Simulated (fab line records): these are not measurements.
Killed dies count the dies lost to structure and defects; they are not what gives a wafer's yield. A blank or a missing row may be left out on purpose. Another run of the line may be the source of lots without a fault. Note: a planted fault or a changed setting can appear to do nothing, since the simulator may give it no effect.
fab line records	flow n5_finfet
record lots=7	wafers=39
route steps=1938 shown DUMMY_GATE@215 SD_EPI_N@288 SD_EPI_P@321 SD_ACTIVATION@331 HKMG_FIN@406 MOL_CONTACT_COAG@547
start_h: start of the lot's first displayed wafer, in hours after the record's first day	wait_h: hours since the lot's step before	" the same as in the row above	L1.1+2: a single row standing in for several wafers	- no value, or no start given	* or withheld: withheld	< > ~ a bound
route shown NAME@n: names a module that has steps shown in the file, with the first one's number in the route	usual: mean and standard deviation over wafers with no fault	same: alike in all rows	chamber/n: place in a boat	sites: per-site readings	_std_site: how widely they spread, as a standard deviation	_edge_site: inner sites' mean taken away from outer sites' mean	radius_mm: for every site, how far away it sits from the centre of the wafer	mask NAME#n: copy n	behind: tool/chamber where the wafer was last shaped	hold: what put the lot on hold/how long, in hours/how the hold closed	device: the transistor (n, p or np) that didn't switch	end of line: at the end of the route, the tests of the same wafers	a step given without rows: its recipe and nothing more	killed: dies lost to structure and defects at the first sort, not the wafer's yield	map: dies across one wafer; x = killed, . = not, _ = none there
set.NAME: the setting as run; set.NAME@STEP: as run at that earlier step	model.NAME: the simulator's own value behind a step, which no gauge read
lots with deliberately changed settings; one table per step, one row per wafer
## steps
# step N5_DUMMY_GATE_CVD_03
# recipe material=a-Si	target_thk_a=1500	temp_c=530	precursor=SiH4	time_s=8042
lot.wafer	tool	chamber	start_h	wait_h	set.target_thk_a	model.a-Si_of_DUMMY_GATE_CVD_03.thk_nm
L074.1	-	-	-	0.1	1396	140.6
L074.2+5	"	-	"	"	1396	141
L074.3	"	-	"	"	1396	140.8
L074.4	"	-	"	"	1396	140.4
L074.6	"	-	"	"	1396	139.8
L076.2	lpcvd-02	0/45	50.06	0.1	1500	151.4
L076.4	"	0/54	"	"	1500	152.2
L076.6	"	0/64	"	"	1500	151.6
L083.1	-	-	-	0.1	1500	149.8
L083.2+3	"	-	"	"	1500	150
L083.4	"	-	"	"	1500	151
L083.5	"	-	"	"	1500	150.4
L083.6	"	-	"	"	1500	149.4
L085.1+3	-	-	-	0.1	1395	141
L085.2	"	-	"	"	1395	140
L085.4	"	-	"	"	1395	139.8
L085.5	"	-	"	"	1395	139.6
L085.6	"	-	"	"	1395	140.6
L089.1	-	-	-	3.3	1500	150.4
L089.2+3	"	-	"	"	1500	149.4
L089.4	"	-	"	"	1500	150.8
L089.5	"	-	"	"	1500	150.2
L089.6	"	-	"	"	1500	150
L090.1	-	-	-	0.1	1699	170.8
L090.2+4	"	-	"	"	1699	169.2
L090.3	"	-	"	"	1699	169.8
L090.5	"	-	"	"	1699	171
L090.6	"	-	"	"	1699	169.6
L095.1	-	-	-	0.5	1500	150.6
L095.2	"	-	"	"	1500	150.4
L095.3+5	"	-	"	"	1500	150.2
L095.4	"	-	"	"	1500	149.4
L095.6	"	-	"	"	1500	151.2
# step N5_SD_EPI_N_EPI_21
# recipe material=Si:P	dopant=P	temp_c=680	pressure_torr=255	time_s=690
lot.wafer	tool	chamber	start_h	wait_h	set.temp_c
L074.1+2+3+4+5+6	epi_rpcvd-01	0	52.58	0.1	680
L076.2+4+6	epi_rpcvd-01	0	62.67	0.4	680
L083.1+3+5	epi_rpcvd-01	0	107.49	0.1	681.5
L083.2+4+6	"	0	"	"	680
L085.1+2+3+4+5+6	epi_rpcvd-01	0	116.88	0.1	680
L089.1+2+3	epi_rpcvd-03	0	142.69	0.1	680
L089.4+5+6	"	0	"	"	682.5
L090.1+2+5	epi_rpcvd-01	0	145.84	0.1	681.3
L090.3+4+6	"	0	"	"	680
L095.1+4+6	epi_rpcvd-03	0	182.17	0.1	677.9
L095.2+3+5	"	0	"	"	680
# step N5_SD_EPI_P_EPI_21
# recipe material=SiGe:B	dopant=B	temp_c=550	pressure_torr=20	ambient=H2	time_s=355
lot.wafer	tool	chamber	start_h	wait_h	set.temp_c	model.SiGe-B_of_SD_EPI_P_EPI_21.thk_nm
L074.1	epi_rpcvd-01	0	56.76	0.1	550	60.6
L074.2	"	0	"	"	550	60.8
L074.3	"	0	"	"	552.4	64
L074.4	"	0	"	"	552.4	64.8
L074.5	"	0	"	"	550	62
L074.6	"	0	"	"	552.4	63.4
L076.2	epi_rpcvd-01	0	66.86	0.5	550	62
L076.4	"	0	"	"	550	62.4
L076.6	"	0	"	"	550	61.8
L083.1	epi_rpcvd-04	0	111.65	0.1	550	61.2
L083.2+5	"	0	"	"	552.9	65.6
L083.3	"	0	"	"	550	60.8
L083.4	"	0	"	"	550	61
L083.6	"	0	"	"	552.9	64
L085.1	epi_rpcvd-02	0	121.01	0.1	550	61.2
L085.2	"	0	"	"	550	60.8
L085.3+6	"	0	"	"	550	61
L085.4	"	0	"	"	550	60
L085.5	"	0	"	"	550	61.4
L089.1	epi_rpcvd-04	0	146.79	0.2	550	59.6
L089.2	"	0	"	"	548.6	58.8
L089.3	"	0	"	"	550	59.2
L089.4	"	0	"	"	550	60.2
L089.5	"	0	"	"	548.6	58.2
L089.6	"	0	"	"	548.6	57.2
L090.1	epi_rpcvd-02	0	150.07	0.1	551.2	63.2
L090.2	"	0	"	"	550	61
L090.3	"	0	"	"	551.2	63.4
L090.4+5	"	0	"	"	550	61.4
L090.6	"	0	"	"	551.2	62.6
L095.1	epi_rpcvd-02	0	186.34	0.1	551.9	63.4
L095.2	"	0	"	"	550	60.2
L095.3	"	0	"	"	550	60.6
L095.4	"	0	"	"	550	61.4
L095.5	"	0	"	"	551.9	64.2
L095.6	"	0	"	"	551.9	63.8
# step N5_SD_EPI_P_EPI_MEAS_23
# recipe mode=xrd
# usual thk_nm=61.3/1.4
lot.wafer	tool	chamber	start_h	wait_h	set.temp_c@SD_EPI_P_EPI_21	thk_nm
L074.1	film_metro-01	-	58.96	1.8	550	60.7
L074.2	"	-	"	"	550	61.6
L074.3	"	-	"	"	552.4	65.5
L074.4	"	-	"	"	552.4	66.8
L074.5	"	-	"	"	550	61.4
L074.6	"	-	"	"	552.4	63.8
L076.2	film_metro-01	-	68.70	1.5	550	63.9
L076.4	"	-	"	"	550	62.0
L076.6	"	-	"	"	550	60.9
L083.1	film_metro-01	-	113.84	1.8	550	60.8
L083.2	"	-	"	"	552.9	66.0
L083.3	"	-	"	"	550	58.4
L083.4	"	-	"	"	550	62.0
L083.5	"	-	"	"	552.9	65.9
L083.6	"	-	"	"	552.9	65.9
L085.1	film_metro-02	-	123.22	1.9	550	60.5
L085.2	"	-	"	"	550	61.9
L085.3	"	-	"	"	550	61.7
L085.4	"	-	"	"	550	59.2
L085.5	"	-	"	"	550	60.7
L085.6	"	-	"	"	550	60.7
L089.1	film_metro-02	-	149.70	2.4	550	61.2
L089.2	"	-	"	"	548.6	56.6
L089.3	"	-	"	"	550	57.8
L089.4	"	-	"	"	550	60.1
L089.5	"	-	"	"	548.6	58.0
L089.6	"	-	"	"	548.6	56.8
L090.1	film_metro-02	-	152.27	1.8	551.2	64.5
L090.2	"	-	"	"	550	61.1
L090.3	"	-	"	"	551.2	63.6
L090.4	"	-	"	"	550	60.6
L090.5	"	-	"	"	550	60.9
L090.6	"	-	"	"	551.2	63.5
L095.1	film_metro-02	-	188.53	1.8	551.9	61.7
L095.2	"	-	"	"	550	60.8
L095.3	"	-	"	"	550	61.5
L095.4	"	-	"	"	550	60.7
L095.5	"	-	"	"	551.9	63.9
L095.6	"	-	"	"	551.9	64.3
# step N5_SD_EPI_P_HM_STRIP_48
# recipe chemistry=H3PO4	temp_c=160	material=SiNx	target=SiNx	target_depth_a=30	overetch_fraction=0.3
lot.wafer	tool	chamber	start_h	wait_h	set.temp_c@SD_EPI_N_EPI_21	model.Si-P_of_SD_EPI_N_EPI_21.thk_nm
L074.1+3+5	wet_bench-06	6,7,1	58.99	0.0	680	59
L074.2	"	3	"	"	680	57.8
L074.4	"	2	"	"	680	59.6
L074.6	"	0	"	"	680	58.4
L076.2	wet_bench-06	4	68.74	0.0	680	59.6
L076.4	"	7	"	"	680	59.2
L076.6	"	2	"	"	680	59.4
L083.1	wet_bench-06	3	113.88	0.0	681.5	59.4
L083.2	"	2	"	"	680	58
L083.3+5	"	0,7	"	"	681.5	60.2
L083.4	"	4	"	"	680	58.2
L083.6	"	1	"	"	680	58.8
L085.1	wet_bench-02	0	123.26	0.0	680	59.4
L085.2	"	5	"	"	680	58.8
L085.3+4	"	3,2	"	"	680	59.8
L085.5	"	1	"	"	680	59.6
L085.6	"	4	"	"	680	59
L089.1+2	wet_bench-02	5,7	149.78	0.1	680	58.4
L089.3	"	2	"	"	680	58.6
L089.4	"	4	"	"	682.5	61
L089.5	"	6	"	"	682.5	61.8
L089.6	"	3	"	"	682.5	61.6
L090.1	wet_bench-02	7	152.31	0.0	681.3	60
L090.2	"	2	"	"	681.3	60.2
L090.3	"	4	"	"	680	59
L090.4	"	3	"	"	680	59.4
L090.5	"	1	"	"	681.3	59.8
L090.6	"	0	"	"	680	58.8
L095.1+6	wet_bench-06	6,4	188.57	0.0	677.9	56.8
L095.2	"	5	"	"	680	58.6
L095.3	"	0	"	"	680	57.2
L095.4	"	3	"	"	677.9	56.6
L095.5	"	7	"	"	680	57.8
# step N5_SD_ACTIVATION_LSA_01
# recipe temp_c=1080	time_s=0.0008	ambient=N2
# usual wafer_temp_C_max=1084.8/1.3
lot.wafer	tool	chamber	start_h	wait_h	set.temp_c	wafer_temp_C_max
L074.1	laser_anneal-02	0	62.57	3.4	1074	1079.3
L074.2	"	0	"	"	1080	1084.5
L074.3	"	0	"	"	1080	1086.8
L074.4	"	0	"	"	1074	1079.7
L074.5	"	0	"	"	1080	1085.4
L074.6	"	0	"	"	1074	1080.9
L076.2	laser_anneal-02	0	69.13	0.2	1080	1084.4
L076.4	"	0	"	"	1080	1086.6
L076.6	"	0	"	"	1080	1087.2
L083.1	laser_anneal-01	0	114.25	0.2	1080	1082.5
L083.2	"	0	"	"	1080	1083.2
L083.3	"	0	"	"	1080	1083.8
L083.4	"	0	"	"	1080	1083.2
L083.5	"	0	"	"	1080	1084.0
L083.6	"	0	"	"	1080	1083.5
L085.1	laser_anneal-01	0	123.64	0.2	1080	1085.4
L085.2	"	0	"	"	1080	1084.2
L085.3	"	0	"	"	1080	1084.8
L085.4	"	0	"	"	1080	1083.9
L085.5	"	0	"	"	1080	1083.1
L085.6	"	0	"	"	1080	1083.7
L089.1	laser_anneal-01	0	150.28	0.2	1080	1082.3
L089.2	"	0	"	"	1080	1083.1
L089.3	"	0	"	"	1080	1083.4
L089.4	"	0	"	"	1080	1085.6
L089.5	"	0	"	"	1080	1083.4
L089.6	"	0	"	"	1080	1082.3
L090.1	laser_anneal-02	0	152.67	0.2	1080	1085.4
L090.2	"	0	"	"	1080	1086.2
L090.3	"	0	"	"	1080	1085.4
L090.4	"	0	"	"	1080	1085.6
L090.5	"	0	"	"	1080	1086.0
L090.6	"	0	"	"	1080	1085.9
L095.1	laser_anneal-01	0	189.07	0.2	1080	1083.1
L095.2	"	0	"	"	1080	1083.7
L095.3	"	0	"	"	1067	1070.9
L095.4	"	0	"	"	1080	1084.5
L095.5	"	0	"	"	1067	1072.0
L095.6	"	0	"	"	1067	1072.0
# step N5_SD_ACTIVATION_RS_MEAS_03
# recipe thk_meas_gauge=four-point-probe
# usual RS_SD_N=21.8/0.31	RS_SD_P=55.8/0.94
lot.wafer	tool	chamber	start_h	wait_h	set.temp_c@SD_EPI_P_EPI_21	RS_SD_N[ohm/sq]	RS_SD_P[ohm/sq]
L074.1	film_metro-01	-	62.78	0.2	550	22.4	56.3
L074.2	"	-	"	"	550	22.3	56.9
L074.3	"	-	"	"	552.4	21.5	52.9
L074.4	"	-	"	"	552.4	22.1	52.9
L074.5	"	-	"	"	550	21.8	55.6
L074.6	"	-	"	"	552.4	22.5	54.2
L076.2	film_metro-01	-	69.45	0.3	550	21.3	55.3
L076.4	"	-	"	"	550	21.7	55.2
L076.6	"	-	"	"	550	21.5	55.1
L083.1	film_metro-02	-	114.45	0.2	550	21.5	56.1
L083.2	"	-	"	"	552.9	22.0	51.7
L083.3	"	-	"	"	550	21.3	56.4
L083.4	"	-	"	"	550	21.9	56.2
L083.5	"	-	"	"	552.9	21.0	52.0
L083.6	"	-	"	"	552.9	21.6	52.9
L085.1	film_metro-01	-	123.85	0.2	550	21.5	55.6
L085.2	"	-	"	"	550	21.8	56.2
L085.3	"	-	"	"	550	21.6	56.2
L085.4	"	-	"	"	550	21.3	56.4
L085.5	"	-	"	"	550	21.6	55.2
L085.6	"	-	"	"	550	21.4	56.1
L089.1	film_metro-02	-	150.50	0.2	550	22.0	56.9
L089.2	"	-	"	"	548.6	22.0	58.1
L089.3	"	-	"	"	550	22.1	57.1
L089.4	"	-	"	"	550	21.1	56.3
L089.5	"	-	"	"	548.6	20.7	58.6
L089.6	"	-	"	"	548.6	20.7	59.2
L090.1	film_metro-02	-	152.88	0.2	551.2	21.4	53.7
L090.2	"	-	"	"	550	21.2	55.7
L090.3	"	-	"	"	551.2	21.6	53.5
L090.4	"	-	"	"	550	21.5	55.1
L090.5	"	-	"	"	550	21.4	55.2
L090.6	"	-	"	"	551.2	21.4	54.2
L095.1	film_metro-01	-	189.27	0.2	551.9	22.3	53.9
L095.2	"	-	"	"	550	21.8	57.2
L095.3	"	-	"	"	550	23.8	56.5
L095.4	"	-	"	"	550	22.4	55.6
L095.5	"	-	"	"	551.9	23.8	53.4
L095.6	"	-	"	"	551.9	24.1	53.8
# step N5_HKMG_FIN_ETCH_58
# recipe chemistry=N2/H2	target=SOC	target_depth_a=2158	ion_energy_ev=50	bias_w=13	time_s=741	pressure_mtorr=30	source_w=875	n2_flow_sccm=200	h2_flow_sccm=200
lot.wafer	tool	chamber	start_h	wait_h	set.target_depth_a	model.SOC_of_HKMG_FIN_COAT_41.thk_nm	model.etch.depth_nm	model.HKMG_FIN.feature_depth_nm
L074.1	rie_diel-01	3	76.79	0.0	2158	83.6	218	218
L074.2	"	1	"	"	2158	88	213.1	213.2
L074.3	"	0	"	"	2086	92.6	208.1	208.2
L074.4	"	2	"	"	2086	95.4	205	205
L074.5	"	3	"	"	2086	89.2	211.3	211.2
L074.6	"	0	"	"	2158	86.6	214.4	214.4
L076.2	rie_diel-04	0	83.26	0.0	2158	82.2	217.7	217.8
L076.4	"	2	"	"	2158	95	206.4	206.4
L076.6	"	0	"	"	2158	81.4	218.4	218.4
L083.1	rie_diel-01	0	137.04	0.0	2158	85.2	215.2	215.2
L083.2	"	2	"	"	2307	78	221.6	221.6
L083.3	"	1	"	"	2307	70.8	229	229
L083.4	"	3	"	"	2158	80.2	219.1	219
L083.5	"	0	"	"	2158	86.8	213.7	213.6
L083.6	"	1	"	"	2307	72	227.3	227.2
L085.1	rie_diel-04	2	143.85	0.0	2389	65.8	234.4	234.4
L085.2	"	3	"	"	2158	80.8	220	220
L085.3	"	0	"	"	2389	54	245.9	245.8
L085.4	"	1	"	"	2158	83.6	217.8	217.8
L085.5	"	3	"	"	2158	82	218.4	218.4
L085.6	"	0	"	"	2389	54.8	245.4	245.4
L089.1	rie_diel-05	1	164.16	0.0	1970	108.6	189.8	189.8
L089.2	"	2	"	"	1970	104.4	193.8	193.8
L089.3	"	0	"	"	2158	85.6	212.5	212.6
L089.4	"	3	"	"	1970	102.4	196.3	196.4
L089.5	"	1	"	"	2158	91	207.4	207.4
L089.6	"	2	"	"	2158	88.4	210.7	210.8
L090.1	rie_diel-04	0	166.95	0.0	2314	61.4	238.4	238.4
L090.2	"	2	"	"	2314	73.6	226.9	226.8
L090.3	"	3	"	"	2314	65.6	235.1	235
L090.4	"	2	"	"	2158	88.6	212.6	212.6
L090.5	"	0	"	"	2158	78.8	221.7	221.6
L090.6	"	3	"	"	2158	83.4	217	217
L095.1	rie_diel-05	0	203.28	0.0	2330	69.8	228.7	228.8
L095.2	"	1	"	"	2158	94.4	203.4	203.4
L095.3	"	2	"	"	2330	75.6	222.8	222.8
L095.4	"	3	"	"	2158	90.8	207.9	208
L095.5	"	0	"	"	2158	86	212.2	212.2
L095.6	"	1	"	"	2330	76.6	222	222
# step N5_HKMG_FIN_ETCH_86
# recipe chemistry=N2/H2	target=SOC	target_depth_a=3932	stop_on=TiN	ion_energy_ev=100	bias_w=61	pressure_mtorr=30	source_w=850	n2_flow_sccm=200	h2_flow_sccm=200
lot.wafer	tool	chamber	start_h	wait_h	set.target_depth_a	model.SOC_of_HKMG_FIN_COAT_85.thk_nm
L074.1	rie_diel-04	1	81.56	-	3932	15.6
L074.2	"	0	"	"	3932	12.6
L074.3+5	"	2	"	"	3932	21.8
L074.4	"	3	"	"	3932	15.4
L074.6	"	1	"	"	3932	15.8
L076.2	rie_diel-04	3	87.89	-	3932	15.6
L076.4	"	1	"	"	3932	15.8
L076.6	"	0	"	"	3932	12.6
L083.1+5	rie_diel-01	2,1	142.10	-	4099	8.6
L083.2	"	1	"	"	3932	15.6
L083.3	"	0	"	"	3932	21.6
L083.4	"	3	"	"	3932	13.8
L083.6	"	0	"	"	4099	9.6
L085.1	rie_diel-04	0	148.11	-	3932	13
L085.2	"	1	"	"	3932	16.6
L085.3+6	"	2	"	"	3932	12.4
L085.4+5	"	3	"	"	3932	16
L089.1+5	rie_diel-01	1	168.79	-	3932	16
L089.2+4+6	"	3,0,0	"	"	4122	8.6
L089.3	"	2	"	"	3932	20
L090.1+3+4	rie_diel-01	0,3,1	171.48	-	4202	8.6
L090.2+5	"	2	"	"	3932	20.2
L090.6	"	1	"	"	3932	16.2
L095.1	rie_diel-01	1	207.68	-	3932	16.6
L095.2+6	"	3	"	"	3932	14.2
L095.3+5	"	0	"	"	3671	41
L095.4	"	1	"	"	3671	35.4
# step N5_MOL_CONTACT_COAG_SPUTTER_143
# recipe material=Co	target_thk_a=25	temp_c=25	chamber_pressure_pa=0.2
lot.wafer	tool	chamber	start_h	wait_h	set.target_thk_a	model.Co_of_MOL_CONTACT_COAG_SPUTTER_143.thk_nm
L074.1+2+4	pvd_sputter-03	-	95.82	0.0	25	2.4
L074.3+5+6	"	-	"	"	27.69	2.6
L076.2	pvd_sputter-01	-	101.79	0.0	25	2.4
L076.4+6	"	-	"	"	25	2.6
L083.1+5	pvd_sputter-02	-	156.58	0.0	27.9	2.6
L083.2	"	-	"	"	27.9	2.8
L083.3+4+6	"	-	"	"	25	2.4
L085.1+4+6	pvd_sputter-01	-	162.31	0.0	26.86	2.8
L085.2+3+5	"	-	"	"	25	2.6
L089.1+2+6	pvd_sputter-02	-	187.95	0.0	27.31	2.8
L089.3	"	-	"	"	25	2.4
L089.4+5	"	-	"	"	25	2.6
L090.1+4+6	pvd_sputter-03	-	188.38	0.0	22.7	2.2
L090.2	"	-	"	"	25	2.6
L090.3+5	"	-	"	"	25	2.4
L095.1+3+5	pvd_sputter-01	-	223.12	0.0	26.57	2.6
L095.2+4	"	-	"	"	25	2.6
L095.6	"	-	"	"	25	2.4
## key
split step=N5_DUMMY_GATE_CVD_03	setting=target_thk_a	stated=1500	by=lot
response step=N5_DUMMY_GATE_CVD_03	reading=model.a-Si_of_DUMMY_GATE_CVD_03.thk_nm	change=+1.46	per=1%	r=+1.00
split step=N5_SD_EPI_N_EPI_21	setting=temp_c	stated=680	by=wafer
response step=N5_SD_EPI_P_HM_STRIP_48	reading=model.Si-P_of_SD_EPI_N_EPI_21.thk_nm	change=+6.28	per=1%	r=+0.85
split step=N5_SD_EPI_P_EPI_21	setting=temp_c	stated=550	by=wafer
response step=N5_SD_EPI_P_EPI_21	reading=model.SiGe-B_of_SD_EPI_P_EPI_21.thk_nm	change=+7.55	per=1%	r=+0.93
response step=N5_SD_EPI_P_EPI_MEAS_23	reading=thk_nm	change=*	per=1%	r=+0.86
response step=N5_SD_ACTIVATION_RS_MEAS_03	reading=RS_SD_P	change=-7.42	per=1%	r=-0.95
split step=N5_SD_ACTIVATION_LSA_01	setting=temp_c	stated=1080	by=wafer
response step=N5_SD_ACTIVATION_LSA_01	reading=wafer_temp_C_max	change=*	per=1%	r=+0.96
split step=N5_HKMG_FIN_ETCH_58	setting=target_depth_a	stated=2158	by=wafer
response step=N5_HKMG_FIN_ETCH_58	reading=model.SOC_of_HKMG_FIN_COAT_41.thk_nm	change=-2.05	per=1%	r=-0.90
response step=N5_HKMG_FIN_ETCH_58	reading=model.etch.depth_nm	change=+2.03	per=1%	r=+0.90
response step=N5_HKMG_FIN_ETCH_58	reading=model.HKMG_FIN.feature_depth_nm	change=+2.02	per=1%	r=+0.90
split step=N5_HKMG_FIN_ETCH_86	setting=target_depth_a	stated=3932	by=wafer
response step=N5_HKMG_FIN_ETCH_86	reading=model.SOC_of_HKMG_FIN_COAT_85.thk_nm	change=-2.32	per=1%	r=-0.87
split step=N5_MOL_CONTACT_COAG_SPUTTER_143	setting=target_thk_a	stated=25	by=wafer
response step=N5_MOL_CONTACT_COAG_SPUTTER_143	reading=model.Co_of_MOL_CONTACT_COAG_SPUTTER_143.thk_nm	change=+0.0234	per=1%	r=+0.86
